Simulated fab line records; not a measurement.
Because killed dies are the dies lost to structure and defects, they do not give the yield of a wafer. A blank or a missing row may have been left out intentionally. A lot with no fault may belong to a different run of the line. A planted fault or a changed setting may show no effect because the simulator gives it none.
fab line records || flow n5Finfet
record: {"lots": 4, "wafers": 12, "lastDay": 15}
route steps=1938 shown BEOL_M2@921 BEOL_M3@931 BEOL_M4@1111
lots that met no fault: taken from a fault-free run of the same line
startH: the number of hours between the record's first day and the start of the first shown wafer of the lot || waitH: time in hours since the lot's previous step || " as in the row above || L1.1+2: a row that stands for several wafers || - no value, or no start was given || * or withheld: withheld || < > ~ a bound
route shown NAME@n: NAME is a module with steps in the file, n the number in the route of the first one || usual: mean/standard deviation of fault-free wafers || same: alike in all rows || chamber/n: place in a boat || sites: readings site by site || _std_site: standard deviation across them || _edge_site: inner sites' mean taken away from outer sites' mean || radiusMm: how far each site lies from the wafer's centre || mask NAME#n: copy n || behind: the last tool/chamber to shape the wafer || hold: why the lot was held/for how many hours/how that ended || device: which transistor (n, p or np) failed to switch || end of line: the same wafers' tests at the end of the route || for a step that has no rows: nothing shown but its recipe || killed: not the wafer's yield, but the dies lost to structure and defects at the first sort || map: the dies of a wafer, with x for killed, . for not killed, _ for no die there
set.NAME: the setting that was run; set.NAME@STEP: the one run at that earlier step || model.NAME: the simulator's own value behind a step, which no gauge read
lots at some steps of the route; a table a step, a row a wafer
services: when a tool's chamber went out of use (startH, in hours from the record's first day, below 0 if earlier), for how many hours, and the reason
== steps ==
step: N5_BEOL_M2_ECD_50
recipe: {"material": "Cu", "targetThkA": 3000}
step: N5_BEOL_M2_ANNEAL_51
recipe: {"tempC": 225, "timeS": 90, "ambient": "N2"}
step: N5_BEOL_M2_CMP_52
recipe: {"stopOn": "SiOC", "tOverpolishS": 6.8, "downForcePsi": 1, "platenRpm": 50, "clearingPlatenDownForcePsi": 1.5, "clearingPlatenRpm": 50, "postCmpClean": "cuAlkaline", "targetThkNm": 40, "clearingPlatenPadVelocityMS": 0.99484, "padVelocityMS": 0.99484}
step: N5_BEOL_M2_PRE_CLEAN_60
recipe: {"gas": "NH3/H2", "timeS": 15, "tempC": "*", "rfPowerW": 300}
step: N5_BEOL_M2_CO_CAP_55
recipe: {"material": "Co", "targetThkA": 20, "tempC": 200, "precursor": "CCTBA/H2", "pressureTorr": 30, "timeS": 102.1}
step: N5_BEOL_M2_PRE_CLEAN_56
recipe: {"gas": "NH3", "timeS": 15, "tempC": "withheld", "rfPowerW": 300}
step: N5_BEOL_M2_DEP_57
recipe: {"material": "SiCN", "targetThkA": 80, "tempC": "withheld", "precursor": "3MS/NH3", "pressureTorr": 3, "rfW": 202, "timeS": 14}
step: N5_BEOL_M3_ILD_DEP_00
recipe: {"material": "SiOC", "targetThkA": 790, "tempC": 350, "precursor": "DEMS/O2", "pressureTorr": 5, "rfW": 500, "timeS": 15.3}
step: N5_BEOL_M3_PECVD_72
recipe: {"material": "SiO2", "targetThkA": 160, "tempC": 400, "precursor": "TEOS/O2", "pressureTorr": 5.5, "rfW": 450, "teosFlowSccm": 53.8, "gas": "O2", "flowSccm": 3000, "timeS": 18}
usual: {"heaterPowerW": "756/100", "showerheadPlenumPTorr": "8.79/0.07", "susceptorTempC": "400.03/0.25", "throttleValvePct": "22.4/1.1"}
{"lot.wafer": "L252.1", "tool": "pecvd-04", "chamber": 1, "startH": 155.39, "waitH": 0.0, "heaterPowerW": 851, "showerheadPlenumPTorr": 8.85, "susceptorTempC": 400.06, "throttleValvePct": 22.8, "model.SiO2_of_BEOL_M3_PECVD_72.thkNm": 15.8}
{"lot.wafer": "L252.4", "tool": "pecvd-04", "chamber": 2, "startH": 155.39, "waitH": 0.0, "heaterPowerW": 867, "showerheadPlenumPTorr": 8.73, "susceptorTempC": 400.38, "throttleValvePct": 25.7, "model.SiO2_of_BEOL_M3_PECVD_72.thkNm": 16}
{"lot.wafer": "L252.6", "tool": "pecvd-04", "chamber": 1, "startH": 155.39, "waitH": 0.0, "heaterPowerW": 897, "showerheadPlenumPTorr": 8.82, "susceptorTempC": 399.92, "throttleValvePct": 22.8, "model.SiO2_of_BEOL_M3_PECVD_72.thkNm": 16}
{"lot.wafer": "L258.1", "tool": "pecvd-04", "chamber": 0, "startH": 188.46, "waitH": 0.0, "heaterPowerW": 920, "showerheadPlenumPTorr": 8.89, "susceptorTempC": 412.66, "throttleValvePct": 23.0, "model.SiO2_of_BEOL_M3_PECVD_72.thkNm": 14.6}
{"lot.wafer": "L258.5", "tool": "pecvd-04", "chamber": 0, "startH": 188.46, "waitH": 0.0, "heaterPowerW": 942, "showerheadPlenumPTorr": 8.86, "susceptorTempC": 412.94, "throttleValvePct": 23.0, "model.SiO2_of_BEOL_M3_PECVD_72.thkNm": 14.8}
{"lot.wafer": "L258.6", "tool": "pecvd-04", "chamber": 2, "startH": 188.46, "waitH": 0.0, "heaterPowerW": 875, "showerheadPlenumPTorr": 8.72, "susceptorTempC": 400.38, "throttleValvePct": 25.8, "model.SiO2_of_BEOL_M3_PECVD_72.thkNm": 16.4}
{"lot.wafer": "L261.1", "tool": "pecvd-04", "chamber": 0, "startH": 204.55, "waitH": 0.0, "heaterPowerW": 914, "showerheadPlenumPTorr": 8.89, "susceptorTempC": 413.11, "throttleValvePct": 23.0, "model.SiO2_of_BEOL_M3_PECVD_72.thkNm": 14.4}
{"lot.wafer": "L261.4", "tool": "pecvd-04", "chamber": 1, "startH": 204.55, "waitH": 0.0, "heaterPowerW": 968, "showerheadPlenumPTorr": 8.85, "susceptorTempC": 400.25, "throttleValvePct": 22.7, "model.SiO2_of_BEOL_M3_PECVD_72.thkNm": 16.2}
{"lot.wafer": "L261.5", "tool": "pecvd-04", "chamber": 0, "startH": 204.55, "waitH": 0.0, "heaterPowerW": 915, "showerheadPlenumPTorr": 8.88, "susceptorTempC": 413.12, "throttleValvePct": 23.2, "model.SiO2_of_BEOL_M3_PECVD_72.thkNm": 14.8}
{"lot.wafer": "L266.3", "tool": "pecvd-03", "chamber": 2, "startH": 231.83, "waitH": 0.1, "heaterPowerW": 642, "showerheadPlenumPTorr": 8.79, "susceptorTempC": 400.15, "throttleValvePct": 21.8, "model.SiO2_of_BEOL_M3_PECVD_72.thkNm": 16}
{"lot.wafer": "L266.5", "tool": "pecvd-03", "chamber": 1, "startH": 231.83, "waitH": 0.1, "heaterPowerW": 736, "showerheadPlenumPTorr": 8.79, "susceptorTempC": 400.09, "throttleValvePct": 22.5, "model.SiO2_of_BEOL_M3_PECVD_72.thkNm": 15.8}
{"lot.wafer": "L266.6", "tool": "pecvd-03", "chamber": 2, "startH": 231.83, "waitH": 0.1, "heaterPowerW": 621, "showerheadPlenumPTorr": 8.78, "susceptorTempC": 400.11, "throttleValvePct": 21.4, "model.SiO2_of_BEOL_M3_PECVD_72.thkNm": 16}
step: N5_BEOL_M3_HM_DEP_02
recipe: {"material": "TiN", "targetThkA": 200, "tempC": 25, "chamberPressurePa": 0.49996}
step: N5_BEOL_M3_COAT_61
recipe: {"resist": "SOC", "tempC": 250, "timeS": 60, "spinRpm": 1500, "resistThkNm": 60}
step: N5_BEOL_M3_COAT_62
recipe: {"resist": "SiARC", "tempC": 220, "timeS": 60, "spinRpm": 1500, "resistThkNm": 12}
step: N5_BEOL_M3_COAT_73
recipe: {"resist": "underlayer", "tempC": 205, "timeS": 60, "spinRpm": 1500, "resistThkNm": 5}
step: N5_BEOL_M3_COAT_05
recipe: {"resist": "CAR-EUV", "spinRpm": 1500, "resistThkNm": 30}
step: N5_BEOL_M3_EBR_07
recipe: {"solvent": "PGMEA", "ebrWidthMm": 1.5}
step: N5_BEOL_M3_SOFTBAKE_06
recipe: {"tempC": 110, "timeS": 60, "resist": "CAR-EUV"}
step: N5_BEOL_M3_EXPOSE_08
recipe: {"maskId": "M3", "na": 0.33, "sourceShape": "dipole", "sigmaInner": 0.369, "sigmaOuter": 0.767, "polarization": "unpolarized", "doseMj": 33}
step: N5_BEOL_M3_PEB_09
recipe: {"pebTempC": 100, "pebTimeS": 60, "resist": "CAR-EUV"}
step: N5_BEOL_M3_DEVELOP_10
recipe: {"developTimeS": 30, "developer": "TMAH", "resist": "CAR-EUV", "rinseLiquid": "surfactantRinse", "dry": "airSpin", "devTempC": 23}
step: N5_BEOL_M3_DESCUM_16
recipe: {"chemistry": "O2", "timeS": 7, "sourcePowerW": 50, "biasPowerW": 20, "pressureMtorr": 20, "rfFrequencyHz": 2.712e+07, "tempC": 40, "resist": "CAR-EUV", "o2FlowSccm": 225}
step: N5_BEOL_M3_ETCH_74
recipe: {"chemistry": "N2/H2", "target": "underlayer", "targetDepthA": 65, "maskMaterial": "CAR-EUV", "timeS": 5.2, "ionEnergyEv": 200, "pressureMtorr": 30, "sourceW": 840, "biasW": 150, "n2FlowSccm": 200, "h2FlowSccm": 200, "ends": "cleared"}
step: N5_BEOL_M3_ETCH_63
recipe: {"chemistry": "CF4", "target": "SiARC", "targetDepthA": 156, "maskMaterial": "CAR-EUV", "timeS": 26, "ionEnergyEv": 80, "pressureMtorr": 40, "sourceW": 545, "biasW": 36, "Ar_flow_sccm": 100, "cf4FlowSccm": 100, "ends": "cleared"}
step: N5_BEOL_M3_ETCH_64
recipe: {"chemistry": "N2/H2", "target": "SOC", "targetDepthA": 750, "overetchA": 150, "maskMaterial": "SiARC", "tempC": 40, "timeS": 112.5, "ionEnergyEv": 200, "pressureMtorr": 30, "sourceW": 840, "biasW": 150, "n2FlowSccm": 200, "h2FlowSccm": 200}
step: N5_BEOL_M3_STRIP_65
recipe: {"chemistry": "N2/H2", "tempC": 40, "n2FlowSccm": 200, "h2FlowSccm": 200, "rfFrequencyHz": 6e+07}
step: N5_BEOL_M3_STRIP_75
recipe: {"chemistry": "N2/H2", "tempC": 40, "n2FlowSccm": 200, "h2FlowSccm": 200, "rfFrequencyHz": 6e+07}
step: N5_BEOL_M3_STRIP_66
recipe: {"chemistry": "CF4", "resist": "SiARC", "powerW": 300, "biasPowerW": 75, "pressureMtorr": 50, "cf4FlowSccm": 150, "rfFrequencyHz": 6e+07}
step: N5_BEOL_M3_HM_OPEN_17
recipe: {"chemistry": "Cl2/BCl3", "targetDepthA": 200, "overetchA": 60, "target": "TiN", "maskMaterial": "SOC", "ionEnergyEv": 150, "pressureMtorr": 10, "icpW": 1000, "biasW": 126, "Cl2_flow_sccm": 53.25, "bcl3FlowSccm": 21.75, "Ar_flow_sccm": 25}
step: N5_BEOL_M3_STRIP_19
recipe: {"chemistry": "O2", "powerW": 400, "tempC": 40, "pressureMtorr": 30, "rfFrequencyHz": 6e+07, "biasPowerW": 0, "overashFraction": 0.2, "o2FlowSccm": 225}
step: N5_BEOL_M3_COAT_67
recipe: {"resist": "SOC", "tempC": 250, "timeS": 60, "spinRpm": 1500, "resistThkNm": 60}
step: N5_BEOL_M3_COAT_68
recipe: {"resist": "SiARC", "tempC": 220, "timeS": 60, "spinRpm": 1500, "resistThkNm": 12}
step: N5_BEOL_M3_COAT_76
recipe: {"resist": "underlayer", "tempC": 205, "timeS": 60, "spinRpm": 1500, "resistThkNm": 5}
step: N5_BEOL_M3_COAT_22
recipe: {"resist": "CAR-EUV", "spinRpm": 1500, "resistThkNm": 30}
step: N5_BEOL_M3_EBR_24
recipe: {"solvent": "PGMEA", "ebrWidthMm": 1.5}
step: N5_BEOL_M3_SOFTBAKE_23
recipe: {"tempC": 110, "timeS": 60, "resist": "CAR-EUV"}
step: N5_BEOL_M3_HM_STRIP_39
recipe: {"chemistry": "peroxideTinStrip", "material": "TiN", "targetDepthA": 250, "tempC": 50, "timeS": 158}
{"lot.wafer": "L252.1+4+6", "tool": "wetBench-03", "chamber": "1,6,3", "startH": 159.72, "waitH": 0.0, "model.SiO2_of_BEOL_M3_PECVD_72.thkNm": 15.8}
{"lot.wafer": "L258.1", "tool": "wetBench-03", "chamber": 2, "startH": 197.60, "waitH": 0.0, "model.SiO2_of_BEOL_M3_PECVD_72.thkNm": 14.4}
{"lot.wafer": "L258.5", "tool": "wetBench-03", "chamber": 7, "startH": 197.60, "waitH": 0.0, "model.SiO2_of_BEOL_M3_PECVD_72.thkNm": 14.8}
{"lot.wafer": "L258.6", "tool": "wetBench-03", "chamber": 1, "startH": 197.60, "waitH": 0.0, "model.SiO2_of_BEOL_M3_PECVD_72.thkNm": 16.2}
{"lot.wafer": "L261.1", "tool": "wetBench-02", "chamber": 6, "startH": 208.01, "waitH": 0.0, "model.SiO2_of_BEOL_M3_PECVD_72.thkNm": 14.4}
{"lot.wafer": "L261.4", "tool": "wetBench-02", "chamber": 1, "startH": 208.01, "waitH": 0.0, "model.SiO2_of_BEOL_M3_PECVD_72.thkNm": 16}
{"lot.wafer": "L261.5", "tool": "wetBench-02", "chamber": 5, "startH": 208.01, "waitH": 0.0, "model.SiO2_of_BEOL_M3_PECVD_72.thkNm": 14.6}
{"lot.wafer": "L266.3+6", "tool": "wetBench-05", "chamber": "1,4", "startH": 238.39, "waitH": 0.0, "model.SiO2_of_BEOL_M3_PECVD_72.thkNm": 15.8}
{"lot.wafer": "L266.5", "tool": "wetBench-05", "chamber": 5, "startH": 238.39, "waitH": 0.0, "model.SiO2_of_BEOL_M3_PECVD_72.thkNm": 15.6}
step: N5_BEOL_M3_CMP_52
recipe: {"stopOn": "SiOC", "tOverpolishS": 6.8, "downForcePsi": 1, "platenRpm": 50, "clearingPlatenDownForcePsi": 1.5, "clearingPlatenRpm": 50, "postCmpClean": "cuAlkaline", "targetThkNm": 40, "clearingPlatenPadVelocityMS": 0.99484, "padVelocityMS": 0.99484}
usual: {"barrierFieldEndpointS": "24.8/0.58", "clearingPlatenDownForcePsi": "1.5005/0.0027", "motorCurrentA": "6.1/0.44", "padLifeWafers": "1171/600", "retainingRingPressureFrac": "1.000/0.0049", "slurryFilterDpKPa": "13.50/0.13"}
{"lot.wafer": "L252.4", "tool": "cmp-03", "chamber": 0, "startH": 163.48, "waitH": 0.2, "barrierFieldEndpointS": 24.5, "clearingPlatenDownForcePsi": 1.4947, "motorCurrentA": 6.0, "padLifeWafers": 1507, "retainingRingPressureFrac": 0.997, "slurryFilterDpKPa": 13.54}
{"lot.wafer": "L252.1", "tool": "cmp-03", "chamber": 2, "startH": 163.48, "waitH": 0.2, "barrierFieldEndpointS": 25.1, "clearingPlatenDownForcePsi": 1.4992, "motorCurrentA": 6.3, "padLifeWafers": 1509, "retainingRingPressureFrac": 0.999, "slurryFilterDpKPa": 13.50}
{"lot.wafer": "L252.6", "tool": "cmp-03", "chamber": 0, "startH": 163.48, "waitH": 0.2, "barrierFieldEndpointS": 25.0, "clearingPlatenDownForcePsi": 1.4990, "motorCurrentA": 5.8, "padLifeWafers": "-", "retainingRingPressureFrac": 1.004, "slurryFilterDpKPa": 13.43}
{"lot.wafer": "L258.1", "tool": "cmp-04", "chamber": 1, "startH": 201.41, "waitH": 0.3, "barrierFieldEndpointS": 22.7, "clearingPlatenDownForcePsi": 1.4991, "motorCurrentA": 6.0, "padLifeWafers": 1184, "retainingRingPressureFrac": 0.997, "slurryFilterDpKPa": 13.50}
{"lot.wafer": "L258.5", "tool": "cmp-04", "chamber": 3, "startH": 201.41, "waitH": 0.3, "barrierFieldEndpointS": 23.3, "clearingPlatenDownForcePsi": 1.5022, "motorCurrentA": 6.4, "padLifeWafers": "-", "retainingRingPressureFrac": 1.006, "slurryFilterDpKPa": 13.77}
{"lot.wafer": "L258.6", "tool": "cmp-04", "chamber": 0, "startH": 201.41, "waitH": 0.3, "barrierFieldEndpointS": 25.1, "clearingPlatenDownForcePsi": 1.5001, "motorCurrentA": 5.0, "padLifeWafers": "-", "retainingRingPressureFrac": 0.998, "slurryFilterDpKPa": 13.49}
{"lot.wafer": "L261.1", "tool": "cmp-02", "chamber": 1, "startH": 211.29, "waitH": 0.3, "barrierFieldEndpointS": 22.5, "clearingPlatenDownForcePsi": 1.5058, "motorCurrentA": 6.1, "padLifeWafers": 684, "retainingRingPressureFrac": 1.008, "slurryFilterDpKPa": 13.62}
{"lot.wafer": "L261.4", "tool": "cmp-02", "chamber": 0, "startH": 211.29, "waitH": 0.3, "barrierFieldEndpointS": 24.5, "clearingPlatenDownForcePsi": 1.4986, "motorCurrentA": 6.3, "padLifeWafers": 687, "retainingRingPressureFrac": 0.998, "slurryFilterDpKPa": 13.43}
{"lot.wafer": "L261.5", "tool": "cmp-02", "chamber": 1, "startH": 211.29, "waitH": 0.3, "barrierFieldEndpointS": 22.5, "clearingPlatenDownForcePsi": 1.5052, "motorCurrentA": 5.9, "padLifeWafers": "-", "retainingRingPressureFrac": 1.001, "slurryFilterDpKPa": 13.54}
{"lot.wafer": "L266.3", "tool": "cmp-04", "chamber": 1, "startH": 242.08, "waitH": 0.2, "barrierFieldEndpointS": 24.4, "clearingPlatenDownForcePsi": 1.5015, "motorCurrentA": 6.1, "padLifeWafers": 1604, "retainingRingPressureFrac": 1.000, "slurryFilterDpKPa": 13.51}
{"lot.wafer": "L266.6", "tool": "cmp-04", "chamber": 3, "startH": 242.08, "waitH": 0.2, "barrierFieldEndpointS": 24.6, "clearingPlatenDownForcePsi": 1.4958, "motorCurrentA": 6.2, "padLifeWafers": "-", "retainingRingPressureFrac": 0.989, "slurryFilterDpKPa": 13.40}
{"lot.wafer": "L266.5", "tool": "cmp-04", "chamber": 0, "startH": 242.08, "waitH": 0.2, "barrierFieldEndpointS": 24.1, "clearingPlatenDownForcePsi": 1.4965, "motorCurrentA": 5.2, "padLifeWafers": "-", "retainingRingPressureFrac": 0.998, "slurryFilterDpKPa": 13.54}
step: N5_BEOL_M4_RC_MEAS_101
usual: {"DIBL_N": "36.3/1.2", "DIBL_P": "36.1/1.6", "IOFF_N": "0.161/0.023", "IOFF_P": "0.209/0.027", "ION_N": "676/8.9", "ION_P": "462/5.3", "SS_N": "71.5/0.51", "SS_P": "73.2/0.5", "VT_N": "249.1/2.5", "VT_P": "-249.9/2.8"}
{"lot.wafer": "L252.1", "tool": "prober-01", "chamber": 0, "startH": 176.14, "waitH": 0.0, "DIBL_N[mV/V]": 36.3, "DIBL_P[mV/V]": 36.0, "IOFF_N[nA/um]": 0.161, "IOFF_P[nA/um]": 0.207, "ION_N[uA/um]": 675, "ION_P[uA/um]": 462, "SS_N[mV/dec]": 70.5, "SS_P[mV/dec]": 73.5, "VT_N[mV]": 248.5, "VT_P[mV]": -251.2}
{"lot.wafer": "L252.4", "tool": "prober-01", "chamber": 0, "startH": 176.14, "waitH": 0.0, "DIBL_N[mV/V]": 37.6, "DIBL_P[mV/V]": 38.1, "IOFF_N[nA/um]": 0.182, "IOFF_P[nA/um]": 0.240, "ION_N[uA/um]": 684, "ION_P[uA/um]": 469, "SS_N[mV/dec]": 71.1, "SS_P[mV/dec]": 73.9, "VT_N[mV]": 246.4, "VT_P[mV]": -248.3}
{"lot.wafer": "L252.6", "tool": "prober-01", "chamber": 0, "startH": 176.14, "waitH": 0.0, "DIBL_N[mV/V]": 38.5, "DIBL_P[mV/V]": 38.9, "IOFF_N[nA/um]": 0.208, "IOFF_P[nA/um]": 0.257, "ION_N[uA/um]": 691, "ION_P[uA/um]": 472, "SS_N[mV/dec]": 72.2, "SS_P[mV/dec]": 73.5, "VT_N[mV]": 244.1, "VT_P[mV]": -243.6}
{"lot.wafer": "L258.1", "tool": "prober-01", "chamber": 0, "startH": 211.73, "waitH": 0.0, "DIBL_N[mV/V]": 34.9, "DIBL_P[mV/V]": 35.9, "IOFF_N[nA/um]": 0.141, "IOFF_P[nA/um]": 0.178, "ION_N[uA/um]": 677, "ION_P[uA/um]": 457, "SS_N[mV/dec]": 71.6, "SS_P[mV/dec]": 73.8, "VT_N[mV]": 249.3, "VT_P[mV]": -254.8}
{"lot.wafer": "L258.5", "tool": "prober-01", "chamber": 0, "startH": 211.73, "waitH": 0.0, "DIBL_N[mV/V]": 34.5, "DIBL_P[mV/V]": 35.5, "IOFF_N[nA/um]": 0.138, "IOFF_P[nA/um]": 0.172, "ION_N[uA/um]": 679, "ION_P[uA/um]": 455, "SS_N[mV/dec]": 70.4, "SS_P[mV/dec]": 72.8, "VT_N[mV]": 250.1, "VT_P[mV]": -253.9}
{"lot.wafer": "L258.6", "tool": "prober-01", "chamber": 0, "startH": 211.73, "waitH": 0.0, "DIBL_N[mV/V]": 35.1, "DIBL_P[mV/V]": 36.0, "IOFF_N[nA/um]": 0.145, "IOFF_P[nA/um]": 0.176, "ION_N[uA/um]": 686, "ION_P[uA/um]": 466, "SS_N[mV/dec]": 71.4, "SS_P[mV/dec]": 72.9, "VT_N[mV]": 249.1, "VT_P[mV]": -252.3}
{"lot.wafer": "L261.1", "tool": "prober-01", "chamber": 0, "startH": 226.31, "waitH": 0.0, "DIBL_N[mV/V]": 37.7, "DIBL_P[mV/V]": 37.0, "IOFF_N[nA/um]": 0.187, "IOFF_P[nA/um]": 0.214, "ION_N[uA/um]": 690, "ION_P[uA/um]": 461, "SS_N[mV/dec]": 72.1, "SS_P[mV/dec]": 73.3, "VT_N[mV]": 245.7, "VT_P[mV]": -250.6}
{"lot.wafer": "L261.4", "tool": "prober-01", "chamber": 0, "startH": 226.31, "waitH": 0.0, "DIBL_N[mV/V]": 37.3, "DIBL_P[mV/V]": 36.4, "IOFF_N[nA/um]": 0.169, "IOFF_P[nA/um]": 0.203, "ION_N[uA/um]": 677, "ION_P[uA/um]": 458, "SS_N[mV/dec]": 71.8, "SS_P[mV/dec]": 72.7, "VT_N[mV]": 249.1, "VT_P[mV]": -247.1}
{"lot.wafer": "L261.5", "tool": "prober-01", "chamber": 0, "startH": 226.31, "waitH": 0.0, "DIBL_N[mV/V]": 35.5, "DIBL_P[mV/V]": 35.3, "IOFF_N[nA/um]": 0.141, "IOFF_P[nA/um]": 0.185, "ION_N[uA/um]": 663, "ION_P[uA/um]": 454, "SS_N[mV/dec]": 70.9, "SS_P[mV/dec]": 72.8, "VT_N[mV]": 251.1, "VT_P[mV]": -250.0}
{"lot.wafer": "L266.3", "tool": "prober-02", "chamber": 0, "startH": 249.34, "waitH": 0.3, "DIBL_N[mV/V]": 36.2, "DIBL_P[mV/V]": 36.4, "IOFF_N[nA/um]": 0.166, "IOFF_P[nA/um]": 0.206, "ION_N[uA/um]": 669, "ION_P[uA/um]": 459, "SS_N[mV/dec]": 71.3, "SS_P[mV/dec]": 73.2, "VT_N[mV]": 250.0, "VT_P[mV]": -250.2}
{"lot.wafer": "L266.5", "tool": "prober-02", "chamber": 0, "startH": 249.34, "waitH": 0.3, "DIBL_N[mV/V]": 35.1, "DIBL_P[mV/V]": 35.6, "IOFF_N[nA/um]": 0.157, "IOFF_P[nA/um]": 0.204, "ION_N[uA/um]": 681, "ION_P[uA/um]": 469, "SS_N[mV/dec]": 72.0, "SS_P[mV/dec]": 72.9, "VT_N[mV]": 249.4, "VT_P[mV]": -250.6}
{"lot.wafer": "L266.6", "tool": "prober-02", "chamber": 0, "startH": 249.34, "waitH": 0.3, "DIBL_N[mV/V]": 34.9, "DIBL_P[mV/V]": 34.8, "IOFF_N[nA/um]": 0.150, "IOFF_P[nA/um]": 0.186, "ION_N[uA/um]": 668, "ION_P[uA/um]": 459, "SS_N[mV/dec]": 71.0, "SS_P[mV/dec]": 72.8, "VT_N[mV]": 251.0, "VT_P[mV]": -250.7}
== services ==
{"tool": "cmp-02", "chamber": "-", "startH": 132.53, "hours": 4.0, "kind": "pm"}
{"tool": "cmp-02", "chamber": "-", "startH": 136.53, "hours": "-", "kind": "consumableReplace:conditioner"}
{"tool": "cmp-02", "chamber": "-", "startH": 136.53, "hours": "-", "kind": "consumableReplace:pad"}
{"tool": "cmp-03", "chamber": "-", "startH": 142.93, "hours": 1.2, "kind": "repair"}
{"tool": "cmp-04", "chamber": "-", "startH": 149.07, "hours": 6.8, "kind": "pm"}
{"tool": "cmp-04", "chamber": "-", "startH": 164.22, "hours": 2.1, "kind": "repair"}
{"tool": "cmp-03", "chamber": "-", "startH": 164.27, "hours": 0.9, "kind": "repair"}
{"tool": "pecvd-04", "chamber": 0, "startH": 172.81, "hours": 5.5, "kind": "scheduledDown"}
{"tool": "cmp-04", "chamber": "-", "startH": 174.93, "hours": 1.3, "kind": "repair"}
{"tool": "cmp-03", "chamber": "-", "startH": 175.11, "hours": 3.4, "kind": "pm"}
{"tool": "pecvd-04", "chamber": 0, "startH": 184.52, "hours": 2.1, "kind": "scheduledDown"}
{"tool": "pecvd-03", "chamber": 2, "startH": 190.05, "hours": 6.5, "kind": "repair"}
{"tool": "cmp-03", "chamber": "-", "startH": 195.42, "hours": 1.8, "kind": "repair"}
{"tool": "pecvd-04", "chamber": 2, "startH": 202.39, "hours": "-", "kind": "clean"}
{"tool": "pecvd-04", "chamber": 2, "startH": 202.39, "hours": "-", "kind": "consumableReplace:showerhead"}
{"tool": "pecvd-04", "chamber": 2, "startH": 202.39, "hours": 29.0, "kind": "scheduledDown"}
{"tool": "pecvd-04", "chamber": 2, "startH": 202.39, "hours": 29.0, "kind": "ventCycle"}
{"tool": "cmp-04", "chamber": "-", "startH": 209.28, "hours": 0.9, "kind": "repair"}
{"tool": "wetBench-02", "chamber": "-", "startH": 226.44, "hours": 2.4, "kind": "repair"}
{"tool": "cmp-02", "chamber": "-", "startH": 227.66, "hours": 5.5, "kind": "pm"}
{"tool": "pecvd-03", "chamber": 0, "startH": 231.60, "hours": 8.4, "kind": "repair"}
{"tool": "cmp-03", "chamber": "-", "startH": 238.32, "hours": 4.0, "kind": "pm"}
== key ==
firstSign: {"step": "N5_BEOL_M3_PECVD_72", "reading": "susceptorTempC", "direction": "up", "sigmas": 52, "usual": "*", "struck": "*"}
effect: {"step": "N5_BEOL_M3_CMP_52", "reading": "barrierFieldEndpointS", "direction": "down", "sigmas": 3.5, "usual": 24.8, "struck": 22.7}
modelEffect: {"step": "N5_BEOL_M3_PECVD_72", "value": "SiO2_of_BEOL_M3_PECVD_72.thkNm", "without": 16.05, "struck": 14.65}
modelEffect: {"step": "N5_BEOL_M3_HM_STRIP_39", "value": "SiO2_of_BEOL_M3_PECVD_72.thkNm", "without": 15.9, "struck": 14.55}
metAt N5_BEOL_M3_PECVD_72
struckWafers L258.1,L258.5,L261.1,L261.5
fault: {"kind": "processParameterDrift", "tool": "pecvd-04", "chamber": 0, "onsetH": 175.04, "steps": "N5_BEOL_M3_PECVD_72", "channel": "tempC", "offset": "*", "shape": "step", "endH": 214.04, "actsIn": "*", "stated": "*"}
